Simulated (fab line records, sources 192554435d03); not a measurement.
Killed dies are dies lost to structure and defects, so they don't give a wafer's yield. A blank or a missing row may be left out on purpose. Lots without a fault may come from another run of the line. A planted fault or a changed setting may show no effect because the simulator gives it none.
Split-lot experiment | flow n5_finfet | 7 lots, 21 wafers read, on a route of 1938 steps

THE SPLIT
At N5_SD_EPI_P_PEB_07 (peb time 60 s), the setting peb_time_s was moved away from the recipe's 60 s on 10 of the 21 wafers read, by -21.3% to +10.3%. The other wafers ran this setting at the recipe's value.

FROM THE SPLIT TO THE READING: what the file shows between them, 1 step
- N5_SD_EPI_P_DEVELOP_08: develop time 30 s

THE READING
cd_nm, in nm, at N5_SD_EPI_P_CD_MEAS_09 (target cd 240 nm). Fault-free wafers of this fab line usually give 240.8 nm, standard deviation 1.1 nm.

wafer  | tool, chamber at the split | peb_time_s as run, s | against the recipe | cd_nm, nm | against lot-mates on the recipe
L078.1 | litho_track-01, 0          | 64.96                | +8.3%              | 243.6     | no lot-mate on the recipe
L078.3 | litho_track-01, 0          | 64.96                | +8.3%              | 243.8     | no lot-mate on the recipe
L078.5 | litho_track-01, 0          | 64.96                | +8.3%              | 242.8     | no lot-mate on the recipe
L080.2 | litho_track-01, 0          | 60                   | recipe             | 240.6     | -
L080.3 | litho_track-01, 0          | 56.4                 | -6.0%              | 238.5     | -2.7
L080.4 | litho_track-01, 0          | 60                   | recipe             | 241.8     | -
L082.3 | litho_track-03, 0          | 60                   | recipe             | 242.0     | -
L082.5 | litho_track-03, 0          | 60                   | recipe             | 240.9     | -
L082.6 | litho_track-03, 0          | 60                   | recipe             | 241.1     | -
L085.1 | litho_track-01, 0          | 47.23                | -21.3%             | 232.0     | -8.3
L085.5 | litho_track-01, 0          | 60                   | recipe             | 240.3     | -
L085.6 | litho_track-01, 0          | 47.23                | -21.3%             | 232.4     | -7.9
L089.3 | litho_track-03, 0          | 66.21                | +10.3%             | 244.8     | +3.7
L089.5 | litho_track-03, 0          | 60                   | recipe             | 241.4     | -
L089.6 | litho_track-03, 0          | 60                   | recipe             | 240.8     | -
L092.2 | litho_track-05, 0          | 64.21                | +7.0%              | 242.9     | no lot-mate on the recipe
L092.5 | litho_track-05, 0          | 64.21                | +7.0%              | 242.8     | no lot-mate on the recipe
L092.6 | litho_track-05, 0          | 64.21                | +7.0%              | 241.9     | no lot-mate on the recipe
L094.1 | litho_track-03, 0          | 60                   | recipe             | 243.3     | -
L094.3 | litho_track-03, 0          | 60                   | recipe             | 241.4     | -
L094.4 | litho_track-03, 0          | 60                   | recipe             | 241.1     | -

THE FIT
A straight line over all 21 wafers: cd_nm changes by +0.372 nm for each +1% of peb_time_s; r = +0.96; the points scatter about the line by 0.89 nm.
The same after taking each lot's own level away (the mean of its wafers on the recipe; 15 wafers): +0.379 nm for each +1%; r = +0.98; scatter 0.6 nm.
On that fit, the largest move of peb_time_s shifts the reading by 8.1 nm.
The lots' own levels span 240.30 to 241.93 nm, that is 1.5 times the standard deviation above.
So the lot-to-lot level changes the slope little: the two slopes agree.
Check: with one of the wafers moved furthest among these (-21.3%) left out of the fit, the line predicts -7.97 nm for it against its lot-mates. It came out at -8.3 nm against them.

OTHER SPLITS ON THESE WAFERS
These wafers also went through other splits before the reading. Each is held against what the fit with the lots' levels taken away leaves over:
other split on the same wafers          | wafers away from the commonest value | r with cd_nm (lot level and that fit taken away)
N5_ZERO_LAYER_COAT_05 spin_rpm          | 9                                    | +0.09
N5_ZERO_LAYER_DEVELOP_10 develop_time_s | 10                                   | +0.30
N5_FIN_SAQP_ETCH_65 time_s              | 2                                    | +0.10
N5_SD_EPI_N_COAT_32 spin_rpm            | 6                                    | +0.14
N5_SD_EPI_N_COAT_33 spin_rpm            | 4                                    | +0.15
N5_SD_EPI_P_COAT_34 spin_rpm            | 3                                    | +0.05

THE WHOLE CHAIN: every reading that the file lists as answering this split, in the file's order
step                   | what it does             | reading                                                         | change (the file's fit)               | r (the file's)
N5_SD_EPI_P_CD_MEAS_09 | target cd 240 nm         | cd_nm                                                           | +0.382 nm for each +1% of the setting | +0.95
N5_SD_EPI_P_DESCUM_14  | chemistry O2, time 7.9 s | SD_EPI_P.cd_nm (the simulator's own value, which no gauge read) | +0.373 nm for each +1% of the setting | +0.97

THE FILE'S OWN FIT
cd_nm changes by +0.382 nm for each +1% of peb_time_s, r = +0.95.
